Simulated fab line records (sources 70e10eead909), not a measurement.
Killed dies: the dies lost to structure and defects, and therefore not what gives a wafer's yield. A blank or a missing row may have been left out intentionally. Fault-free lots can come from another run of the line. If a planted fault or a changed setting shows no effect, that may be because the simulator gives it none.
Chamber matching / flow nand harc / NHARC_A_WL_FILL_ALD_00 on ald hk-03 has 4 sister chambers
The step deposits Al2O3, target thk 3 nm, pulse time 3 s, ald cycles 30. 8 wafers are shown with their chamber, then 7 later ones without.

EACH WAFER AND ITS CHAMBER
wafer=L078.1; chamber=2; heater power w (W)=428; precursor pulse height rel=0.981
wafer=L078.5; chamber=2; heater power w (W)=433; precursor pulse height rel=1.007
wafer=L085.4; chamber=3; heater power w (W)=467; precursor pulse height rel=1.015
wafer=L085.5; chamber=0; heater power w (W)=475; precursor pulse height rel=1.003
wafer=L086.2; chamber=3; heater power w (W)=457; precursor pulse height rel=0.996
wafer=L086.6; chamber=1; heater power w (W)=410; precursor pulse height rel=0.968
wafer=L087.4; chamber=0; heater power w (W)=496; precursor pulse height rel=1.009
wafer=L087.5; chamber=1; heater power w (W)=403; precursor pulse height rel=0.987

WAFERS WITH NO CHAMBER GIVEN
wafer=L087.6; heater power w (W)=439; precursor pulse height rel=0.993
wafer=L093.1; heater power w (W)=496; precursor pulse height rel=0.999
wafer=L093.2; heater power w (W)=434; precursor pulse height rel=1.002
wafer=L093.5; heater power w (W)=481; precursor pulse height rel=1.002
wafer=L096.2; heater power w (W)=468; precursor pulse height rel=1.047
wafer=L096.5; heater power w (W)=470; precursor pulse height rel=0.963
wafer=L096.6; heater power w (W)=431; precursor pulse height rel=1.013

THE CHAMBER EACH PASSED THROUGH
wafer=L087.6; from the rows above=can't be placed: 2 or 3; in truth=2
wafer=L093.1; from the rows above=0; in truth=0
wafer=L093.2; from the rows above=2; in truth=2
wafer=L093.5; from the rows above=can't be placed: 0 or 3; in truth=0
wafer=L096.2; from the rows above=can't be placed: 3 or 0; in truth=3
wafer=L096.5; from the rows above=can't be placed: 3 or 0 or 2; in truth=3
wafer=L096.6; from the rows above=2; in truth=2
3 of 7 placed correctly. Unplaceable from these rows: 4, with the true chamber sitting among the candidates in 4. 0 placed wrongly.
How it was worked out, from the rows above alone: a wafer's distance from a chamber is the root of the sum, over the readings, of the square of ((its reading less the chamber's mean) divided by the reading's scatter). The wafer belongs to the nearest chamber; if the next one is less than 2 further off, it can't be placed. For every chamber, the mean is computed from those of its wafers that are shown. The scatter: the root of (the sum of the squares of (reading less its chamber's mean) over the shown wafers, divided by (wafers less chambers)).
